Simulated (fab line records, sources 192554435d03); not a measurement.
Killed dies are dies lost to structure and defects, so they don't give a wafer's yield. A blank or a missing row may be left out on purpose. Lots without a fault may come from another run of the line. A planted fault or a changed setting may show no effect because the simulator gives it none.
Split-lot experiment | flow n5_finfet | 7 lots, 39 wafers read, on a route of 1938 steps

THE SPLIT
At N5_BEOL_M7_HM_DEP_02 (deposits TiN, target thk 20 nm), the setting target_thk_a was moved away from the recipe's 200 angstrom on 12 of the 39 wafers read, by -40.6% to +57.3%. The other wafers ran this setting at the recipe's value.

FROM THE SPLIT TO THE READING: what the file shows between them, 4 steps
- N5_BEOL_M7_COAT_59: time 60 s, resist thk 100 nm
- N5_BEOL_M7_COAT_60: time 60 s, resist thk 35 nm
- N5_BEOL_M7_STRIP_68: strips in N2/H2
- N5_BEOL_M7_STRIP_67: strips in CF4

THE READING
etch.depth_nm (the simulator's own value, which no gauge read), in nm, at N5_BEOL_M7_HM_OPEN_17 (chemistry Cl2/BCl3, target TiN, target depth 20 nm, overetch 6 nm). The file gives no usual value for it. The 27 wafers here that ran the recipe average 20.10 nm, standard deviation 0.3 nm.

wafer  | tool, chamber at the split | target_thk_a as run, angstrom | against the recipe | etch.depth_nm, nm | against lot-mates on the recipe
L075.1 | pvd_sputter-03, -          | 146.3                         | -26.8%             | 14.74             | -5.10
L075.2 | pvd_sputter-03, -          | 200                           | recipe             | 19.82             | -
L075.3 | pvd_sputter-03, -          | 200                           | recipe             | 19.66             | -
L075.4 | pvd_sputter-03, -          | 146.3                         | -26.8%             | 14.57             | -5.27
L075.5 | pvd_sputter-03, -          | 200                           | recipe             | 20.05             | -
L075.6 | pvd_sputter-03, -          | 146.3                         | -26.8%             | 14.61             | -5.23
L076.2 | pvd_sputter-03, -          | 200                           | recipe             | 20.48             | -
L076.5 | pvd_sputter-03, -          | 200                           | recipe             | 20.59             | -
L076.6 | pvd_sputter-03, -          | 200                           | recipe             | 20.46             | -
L086.1 | pvd_sputter-03, -          | 200                           | recipe             | 20.28             | -
L086.6 | pvd_sputter-03, -          | 200                           | recipe             | 20.28             | -
L086.2 | pvd_sputter-03, -          | 200                           | recipe             | 20.2              | -
L086.3 | pvd_sputter-03, -          | 200                           | recipe             | 20.18             | -
L086.4 | pvd_sputter-03, -          | 200                           | recipe             | 20.41             | -
L086.5 | pvd_sputter-03, -          | 200                           | recipe             | 20.49             | -
L085.1 | pvd_sputter-03, -          | 200                           | recipe             | 20.16             | -
L085.2 | pvd_sputter-03, -          | 200                           | recipe             | 19.84             | -
L085.3 | pvd_sputter-03, -          | 200                           | recipe             | 20.2              | -
L085.4 | pvd_sputter-03, -          | 200                           | recipe             | 20.4              | -
L085.5 | pvd_sputter-03, -          | 200                           | recipe             | 20.43             | -
L085.6 | pvd_sputter-03, -          | 200                           | recipe             | 20.27             | -
L089.1 | pvd_sputter-03, -          | 118.8                         | -40.6%             | 12.07             | -7.79
L089.2 | pvd_sputter-03, -          | 118.8                         | -40.6%             | 12                | -7.86
L089.3 | pvd_sputter-03, -          | 200                           | recipe             | 19.85             | -
L089.4 | pvd_sputter-03, -          | 200                           | recipe             | 19.8              | -
L089.5 | pvd_sputter-03, -          | 200                           | recipe             | 19.94             | -
L089.6 | pvd_sputter-03, -          | 118.8                         | -40.6%             | 11.72             | -8.14
L090.1 | pvd_sputter-03, -          | 314.7                         | +57.3%             | 26.48             | +6.89
L090.2 | pvd_sputter-03, -          | 200                           | recipe             | 19.47             | -
L090.3 | pvd_sputter-03, -          | 314.7                         | +57.3%             | 27.31             | +7.72
L090.4 | pvd_sputter-03, -          | 200                           | recipe             | 19.7              | -
L090.5 | pvd_sputter-03, -          | 314.7                         | +57.3%             | 27.25             | +7.66
L090.6 | pvd_sputter-03, -          | 200                           | recipe             | 19.59             | -
L096.1 | pvd_sputter-01, -          | 143.9                         | -28.0%             | 14.52             | -5.51
L096.2 | pvd_sputter-01, -          | 200                           | recipe             | 19.93             | -
L096.3 | pvd_sputter-01, -          | 143.9                         | -28.0%             | 14.53             | -5.50
L096.4 | pvd_sputter-01, -          | 143.9                         | -28.0%             | 14.41             | -5.62
L096.5 | pvd_sputter-01, -          | 200                           | recipe             | 19.94             | -
L096.6 | pvd_sputter-01, -          | 200                           | recipe             | 20.23             | -

THE FIT
A straight line over all 39 wafers: etch.depth_nm changes by +0.157 nm for each +1% of target_thk_a; r = +0.97; the points scatter about the line by 0.83 nm.
The same after taking each lot's own level away (the mean of its wafers on the recipe; 39 wafers): +0.16 nm for each +1%; r = +0.98; scatter 0.66 nm.
On that fit, the largest move of target_thk_a shifts the reading by 9.1 nm.
The lots' own levels span 19.587 to 20.510 nm, that is 3.0 times the standard deviation above.
So the lot-to-lot level changes the slope little: the two slopes agree.
Check: with one of the wafers moved furthest among these (+57.3%) left out of the fit, the line predicts +9.27 nm for it against its lot-mates. It came out at +6.89 nm against them.

OTHER SPLITS ON THESE WAFERS
These wafers also went through other splits before the reading. Each is held against what the fit with the lots' levels taken away leaves over:
other split on the same wafers           | wafers away from the commonest value | r with etch.depth_nm (lot level and that fit taken away)
N5_BEOL_M4_TRENCH_ETCH_37 target_depth_a | 9                                    | -0.22

THE WHOLE CHAIN: every reading that the file lists as answering this split, in the file's order
step                  | what it does                                                      | reading                                                                          | change (the file's fit)               | r (the file's)
N5_BEOL_M7_HM_DEP_02  | deposits TiN, target thk 20 nm                                    | TiN_of_BEOL_M7_HM_DEP_02.thk_nm (the simulator's own value, which no gauge read) | +0.199 nm for each +1% of the setting | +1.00
N5_BEOL_M7_HM_OPEN_17 | chemistry Cl2/BCl3, target TiN, target depth 20 nm, overetch 6 nm | etch.depth_nm (the simulator's own value, which no gauge read)                   | +0.162 nm for each +1% of the setting | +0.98

THE FILE'S OWN FIT
etch.depth_nm changes by +0.162 nm for each +1% of target_thk_a, r = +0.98.
